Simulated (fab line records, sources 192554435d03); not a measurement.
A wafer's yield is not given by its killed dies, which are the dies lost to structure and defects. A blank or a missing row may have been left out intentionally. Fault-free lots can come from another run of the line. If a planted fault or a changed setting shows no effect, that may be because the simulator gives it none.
fab line records    flow n5Finfet
[record] lots = 11  wafers = 27  lastDay = 18
route steps=1938 shown BEOL_M7@1279
lots that met no fault: taken from a fault-free run of the same line
startH: hours from the record's first day to the start of the lot's first wafer shown    waitH: how many hours have passed since the lot's step before this one    " the same as in the row above    L1.1+2: a row that stands for several wafers    - either no value or no given start    * or withheld: withheld    < > ~ a bound
route shown NAME@n: NAME is a module with steps in the file, n the number in the route of the first one    usual: average and standard deviation across the fault-free wafers    same: alike in all rows    chamber/n: place in a boat    sites: the reading at each site    _std_site: standard deviation of those values    _edge_site: outer sites' mean less inner sites'    radiusMm: how far each site lies from the wafer's centre    mask NAME#n: copy n    behind: the last tool/chamber to shape the wafer    hold: cause of the lot's hold/its duration in hours/its outcome    device: transistor that didn't switch, given as n, p or np    end of line: the tests these same wafers got at the end of their route    a step with no rows: only its recipe    killed: dies lost to structure and defects at the first sort, not the wafer's yield    map: the dies of a wafer, with x for killed, . for not killed, _ for no die there
set.NAME: the setting that was run; set.NAME@STEP: the one run at that earlier step    model.NAME: the simulator's own value behind a step, which no gauge read
one table for each step of the route and one row for each wafer, over a sample of lots
services: from which hour (startH, from the record's first day; less than 0 if before it) a tool's chamber was out of use, for how many hours, and why
[[steps]]
[step N5_BEOL_M7_DESCUM_16]
[recipe] chemistry = O2  timeS = 7.9  sourcePowerW = 50  biasPowerW = 20  pressureMtorr = 20  rfFrequencyHz = 2.712e+07  tempC = 40  resist = CAR-ArF  o2FlowSccm = 225
[usual] drypumpMotorCurrentA = 6.0/0.37  oesProductAu = 0.80/0.094  rfVppV = 242.9/1.4  showerheadPlenumPTorr = 2.08/0.066  throttleValvePct = 20.39/0.3
lot.wafer  tool        chamber  startH  waitH  drypumpMotorCurrentA  oesProductAu  rfHoursCounterH  rfVppV  showerheadPlenumPTorr  throttleValvePct
L160.4     rieDiel-02  1        186.57  0.7    5.8                   0.74          161              242.6   2.01                   20.95
L160.6     "           0        "       "      6.7                   0.89          -                243.8   2.14                   20.13
L161.1     rieDiel-01  3        200.19  0.0    5.9                   0.71          208              242.5   2.06                   20.34
L161.2     "           1        "       "      6.1                   0.90          35               242.4   2.06                   20.57
L161.4     "           0        "       "      6.2                   0.95          13               244.6   2.10                   19.87
L162.2     rieDiel-02  0        220.45  0.3    6.7                   0.86          65               244.6   2.14                   20.16
L162.3     "           1        "       "      5.7                   0.73          171              241.9   2.01                   20.96
L165.3     rieDiel-02  3        225.07  0.0    5.8                   0.73          194              241.4   1.98                   20.11
L165.4     "           1        "       "      5.7                   0.74          172              240.6   2.01                   20.96
L165.6     "           1        "       "      5.7                   0.73          -                242.1   2.01                   20.94
L164.1     rieDiel-01  2        259.98  0.4    6.0                   0.71          186              243.9   2.15                   20.58
L164.4     "           1        "       "      6.0                   0.88          -                241.0   2.05                   20.58
L164.5     "           0        "       "      6.2                   0.91          -                242.9   2.09                   19.90
L169.5     rieDiel-02  0        263.84  0.0    6.7                   0.86          -                242.9   2.14                   20.16
L169.6     "           1        "       "      5.7                   0.72          -                241.3   2.01                   20.98
L172.2     rieDiel-03  0        279.43  0.5    5.2                   0.76          140              243.8   2.11                   20.49
L172.6     "           1        "       "      5.8                   0.90          -                241.4   2.03                   20.20
L174.1     rieDiel-01  1        290.48  0.2    6.0                   0.86          59               242.2   2.05                   20.61
L174.2     "           0        "       "      6.2                   0.89          37               243.8   2.09                   19.90
L174.3     "           3        "       "      5.9                   0.71          228              242.9   2.05                   20.38
L173.2     rieDiel-02  0        299.36  0.1    6.7                   0.84          86               243.0   2.13                   20.18
L173.3     "           3        "       "      5.9                   0.72          211              240.7   1.97                   20.14
L173.6     "           0        "       "      6.7                   0.85          -                243.6   2.13                   20.18
L177.1     rieDiel-02  1        325.28  0.0    5.8                   0.70          204              241.6   2.00                   21.00
L177.4     "           2        "       "      5.7                   0.92          33               243.7   2.20                   20.40
L179.1     rieDiel-02  1        337.38  0.0    5.7                   0.71          208              240.9   2.00                   21.02
L179.6     "           3        "       "      5.8                   0.70          -                240.8   1.97                   20.15
[step N5_BEOL_M7_STRIP_67]
[recipe] chemistry = CF4  resist = SiARC  powerW = 300  biasPowerW = 75  pressureMtorr = 50  cf4FlowSccm = 150  rfFrequencyHz = 6e+07
[usual] cf4FlowSccm = 149.9/0.4  drypumpMotorCurrentA = 6.0/0.37  oesProductAu = 0.80/0.086  rfVppV = 270.9/1.6  showerheadPlenumPTorr = 1.79/0.058  throttleValvePct = 13.62/0.26
lot.wafer  tool        chamber  startH  waitH  cf4FlowSccm  drypumpMotorCurrentA  oesProductAu  rfHoursCounterH  rfVppV  showerheadPlenumPTorr  throttleValvePct
L160.4     rieDiel-02  1        186.80  0.0    150.2        5.7                   0.73          161              269.4   1.73                   14.00
L160.6     "           0        "       "      150.0        6.7                   0.87          -                270.9   1.83                   13.22
L161.1     rieDiel-01  3        200.43  0.0    150.0        5.8                   0.71          208              269.8   1.79                   13.78
L161.2     "           1        "       "      150.1        6.0                   0.90          35               271.6   1.77                   13.60
L161.4     "           0        "       "      149.3        6.2                   0.93          13               270.5   1.83                   13.26
L162.2     rieDiel-02  0        220.69  0.0    149.0        6.7                   0.85          65               272.0   1.83                   13.26
L162.3     "           1        "       "      149.8        5.7                   0.73          171              268.8   1.73                   14.01
L165.3     rieDiel-02  3        225.31  0.0    149.9        5.8                   0.74          195              269.5   1.73                   13.56
L165.4     "           1        "       "      149.9        5.7                   0.74          172              268.9   1.73                   14.02
L165.6     "           1        "       "      150.4        5.7                   0.73          -                270.3   1.73                   14.02
L164.1     rieDiel-01  2        260.22  0.0    149.7        6.0                   0.71          186              274.4   1.85                   13.83
L164.4     "           1        "       "      150.5        6.1                   0.88          -                268.6   1.77                   13.63
L164.5     "           0        "       "      149.8        6.2                   0.89          -                271.2   1.83                   13.29
L169.5     rieDiel-02  0        264.07  0.0    149.9        6.6                   0.83          -                270.4   1.83                   13.29
L169.6     "           1        "       "      149.6        5.7                   0.72          -                268.2   1.72                   14.03
L172.2     rieDiel-03  0        279.67  0.0    149.6        5.2                   0.78          140              271.2   1.80                   13.59
L172.6     "           1        "       "      149.2        5.8                   0.90          -                270.1   1.74                   13.31
L174.1     rieDiel-01  1        290.71  0.0    149.9        6.0                   0.86          59               271.9   1.77                   13.65
L174.2     "           0        "       "      150.1        6.2                   0.88          38               270.8   1.82                   13.33
L174.3     "           3        "       "      149.7        5.9                   0.70          228              269.0   1.79                   13.83
L173.2     rieDiel-02  0        299.60  0.0    149.8        6.6                   0.82          87               271.1   1.82                   13.31
L173.3     "           3        "       "      149.7        5.8                   0.72          211              267.7   1.72                   13.61
L173.6     "           0        "       "      149.8        6.7                   0.83          -                273.1   1.82                   13.32
L177.1     rieDiel-02  1        325.52  0.0    149.9        5.7                   0.71          204              268.4   1.72                   14.09
L177.4     "           2        "       "      149.5        5.7                   0.89          33               273.5   1.92                   13.66
L179.1     rieDiel-02  1        337.62  0.0    150.5        5.7                   0.71          208              269.5   1.72                   14.08
L179.6     "           3        "       "      149.6        5.8                   0.72          -                269.2   1.72                   13.63
[step N5_BEOL_M7_EXPOSE_25]
[recipe] maskId = V6  na = 0.33  sourceShape = annular  sigmaInner = 0.4  sigmaOuter = 0.8  polarization = unpolarized  targetCdNm = 40  doseMj = 42.5
[usual] exposureDoseMJCm2 = 42.45/0.059  reticleTempC = 23.01/0.11
[same] na = 0.33  sigmaInner = 0.4
lot.wafer  tool           chamber  startH  waitH  mask  exposureDoseMJCm2  reticleTempC
L160.4     euvScanner-01  0        190.40  -      V6#0  42.44              22.95
L160.6     "              0        "       "      V6#0  42.43              23.25
L161.1     euvScanner-02  0        201.56  -      V6#0  42.46              22.99
L161.2     "              0        "       "      V6#0  42.50              23.02
L161.4     "              0        "       "      V6#0  42.48              22.96
L162.2     euvScanner-01  0        223.50  -      V6#0  42.35              23.03
L162.3     "              0        "       "      V6#0  42.47              23.08
L165.3     euvScanner-02  0        228.15  -      V6#0  42.56              23.13
L165.4     "              0        "       "      V6#0  42.58              23.18
L165.6     "              0        "       "      V6#0  42.54              22.94
L164.1     euvScanner-02  0        261.80  -      V6#0  42.55              22.83
L164.4     "              0        "       "      V6#0  42.52              22.96
L164.5     "              0        "       "      V6#0  42.54              22.96
L169.5     euvScanner-02  0        266.90  -      V6#0  42.44              22.97
L169.6     "              0        "       "      V6#0  42.41              23.13
L172.2     euvScanner-01  0        282.35  -      V6#0  42.42              22.98
L172.6     "              0        "       "      V6#0  42.42              22.97
L174.1     euvScanner-01  0        294.19  -      V6#0  44.92              23.06
L174.2     "              0        "       "      V6#0  44.92              22.96
L174.3     "              0        "       "      V6#0  44.86              22.93
L173.2     euvScanner-01  0        300.49  -      V6#0  44.32              23.04
L173.3     "              0        "       "      V6#0  44.35              22.98
L173.6     "              0        "       "      V6#0  44.33              23.04
L177.1     euvScanner-02  0        326.04  -      V6#0  42.54              23.14
L177.4     "              0        "       "      V6#0  42.50              23.09
L179.1     euvScanner-02  0        339.75  -      V6#0  42.50              22.91
L179.6     "              0        "       "      V6#0  42.53              22.94
[step N5_BEOL_M7_CD_MEAS_28]
[recipe] targetCdNm = 40  landingEnergyEv = 500  detector = seInlens
[usual] cdNm = 40.00/0.23
lot.wafer  tool      chamber  startH  waitH  cdNm
L160.4     cdSem-01  0        190.52  -      40.33
L160.6     "         0        "       "      39.82
L161.1     cdSem-03  0        201.69  -      39.77
L161.2     "         0        "       "      40.06
L161.4     "         0        "       "      39.61
L162.2     cdSem-01  0        223.63  -      39.90
L162.3     "         0        "       "      39.84
L165.3     cdSem-02  0        228.27  -      40.57
L165.4     "         0        "       "      40.01
L165.6     "         0        "       "      39.76
L164.1     cdSem-03  0        261.94  -      39.84
L164.4     "         0        "       "      39.90
L164.5     "         0        "       "      39.66
L169.5     cdSem-01  0        267.00  -      39.50
L169.6     "         0        "       "      39.96
L172.2     cdSem-03  0        282.48  -      40.32
L172.6     "         0        "       "      40.42
L174.1     cdSem-01  0        294.33  -      41.90
L174.2     "         0        "       "      41.08
L174.3     "         0        "       "      41.41
L173.2     cdSem-03  0        300.62  -      41.39
L173.3     "         0        "       "      41.04
L173.6     "         0        "       "      41.06
L177.1     cdSem-01  0        326.17  -      40.15
L177.4     "         0        "       "      39.89
L179.1     cdSem-03  0        339.89  -      40.07
L179.6     "         0        "       "      40.02
[step N5_BEOL_M7_DESCUM_33]
[recipe] chemistry = O2  timeS = 7  sourcePowerW = 50  biasPowerW = 20  pressureMtorr = 20  rfFrequencyHz = 2.712e+07  tempC = 40  resist = CAR-EUV  o2FlowSccm = 225
[usual] drypumpMotorCurrentA = 6.0/0.41  oesProductAu = 0.79/0.097  rfVppV = 243.3/1.3  showerheadPlenumPTorr = 2.09/0.061  throttleValvePct = 20.40/0.24
lot.wafer  tool        chamber  startH  waitH  drypumpMotorCurrentA  oesProductAu  rfHoursCounterH  rfVppV  showerheadPlenumPTorr  throttleValvePct
L160.4     rieDiel-03  2        190.75  0.1    6.6                   0.71          222              244.2   2.09                   20.53
L160.6     "           0        "       "      5.3                   0.78          -                242.4   2.12                   20.44
L161.1     rieDiel-03  3        202.17  0.4    6.5                   0.69          212              244.2   2.16                   20.49
L161.2     "           1        "       "      5.8                   0.96          13               243.8   2.04                   20.15
L161.4     "           2        "       "      6.5                   0.71          225              242.0   2.09                   20.54
L162.2     rieDiel-02  3        223.75  0.0    5.8                   0.73          194              242.5   1.98                   20.12
L162.3     "           1        "       "      5.7                   0.73          172              242.7   2.01                   20.96
L165.3     rieDiel-02  0        228.70  0.3    6.7                   0.87          67               242.7   2.14                   20.15
L165.4     "           3        "       "      5.9                   0.73          196              241.1   1.98                   20.14
L165.6     "           1        "       "      5.7                   0.73          -                242.4   2.01                   20.97
L164.1     rieDiel-01  2        262.34  0.3    6.0                   0.70          186              244.1   2.15                   20.60
L164.4     "           1        "       "      6.0                   0.87          -                243.2   2.05                   20.60
L164.5     "           0        "       "      6.2                   0.89          -                244.0   2.09                   19.90
L169.5     rieDiel-03  1        267.23  0.1    5.8                   0.92          -                241.3   2.04                   20.19
L169.6     "           2        "       "      6.6                   0.70          -                243.6   2.08                   20.58
L172.2     rieDiel-01  3        282.72  0.2    5.9                   0.70          226              243.3   2.05                   20.36
L172.6     "           3        "       "      5.9                   0.71          -                242.3   2.05                   20.37
L174.1     rieDiel-03  0        294.45  0.0    5.2                   0.77          146              243.1   2.11                   20.48
L174.2     "           1        "       "      5.9                   0.89          43               241.6   2.03                   20.19
L174.3     "           3        "       "      6.4                   0.69          233              244.5   2.15                   20.53
L173.2     rieDiel-01  0        301.24  0.5    6.2                   0.89          40               245.2   2.09                   19.89
L173.3     "           2        "       "      6.0                   0.70          199              245.1   2.15                   20.59
L173.6     "           2        "       "      6.0                   0.69          -                244.0   2.15                   20.60
L177.1     rieDiel-02  0        326.32  0.1    6.6                   0.83          95               243.5   2.13                   20.19
L177.4     "           3        "       "      5.8                   0.71          219              243.0   1.97                   20.16
L179.1     rieDiel-01  1        340.28  0.3    6.0                   0.85          69               242.0   2.04                   20.60
L179.6     "           3        "       "      5.8                   0.70          -                243.1   2.04                   20.39
[[services]]
tool           chamber  startH  hours  kind
euvScanner-02  -        171.98  1.0    pm
rieDiel-01     -        185.38  2.8    pm
rieDiel-02     2        203.25  -      clean
rieDiel-02     2        203.25  -      consumableReplace:focusRing
rieDiel-02     2        203.25  -      consumableReplace:showerhead
rieDiel-02     2        203.25  16.7   scheduledDown
rieDiel-02     2        203.25  16.7   ventCycle
rieDiel-01     1        203.57  9.8    repair
euvScanner-01  -        206.23  0.2    repair
euvScanner-01  -        208.01  1.0    pm
euvScanner-02  -        211.73  12.0   pm
euvScanner-01  -        223.73  4.6    pm
euvScanner-02  -        228.33  1.0    pm
rieDiel-01     3        254.41  9.7    repair
rieDiel-02     3        255.88  9.2    repair
euvScanner-01  -        264.16  1.0    pm
rieDiel-03     3        274.13  5.8    repair
rieDiel-01     3        275.10  4.1    repair
rieDiel-03     2        283.09  -      clean
euvScanner-02  -        284.28  1.0    pm
euvScanner-02  0        305.32  -      calibration
rieDiel-03     0        311.45  3.0    repair
euvScanner-01  -        320.31  1.0    pm
rieDiel-02     1        338.28  8.1    repair
[[key]]
[firstSign] step = N5_BEOL_M7_EXPOSE_25  reading = exposureDoseMJCm2  direction = up  sigmas = 36  usual = 42.45  struck = 44.62
[effect] step = N5_BEOL_M7_CD_MEAS_28  reading = cdNm  direction = up  sigmas = 5.8  usual = 40.00  struck = 41.31  through = controlLoop
metAt N5_BEOL_M7_EXPOSE_25
struckLots L173,L174
[loopTrim] step = N5_BEOL_M7_EXPOSE_25  setting = dose  lots = L173
notActingAt N5_BEOL_M7_DESCUM_16,N5_BEOL_M7_STRIP_67,N5_BEOL_M7_DESCUM_33
onsetBetween 282.35 294.19
[fault] kind = processParameterDrift  tool = euvScanner-01  chamber = -  onsetH = 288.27  steps = N5_BEOL_M7_EXPOSE_25  channel = doseMj  offset = 2.4432  shape = step  actsIn = theseRecipesOnly  stated = 42.5
// loopTrim: a control loop set the setting to another value than it would have without faults
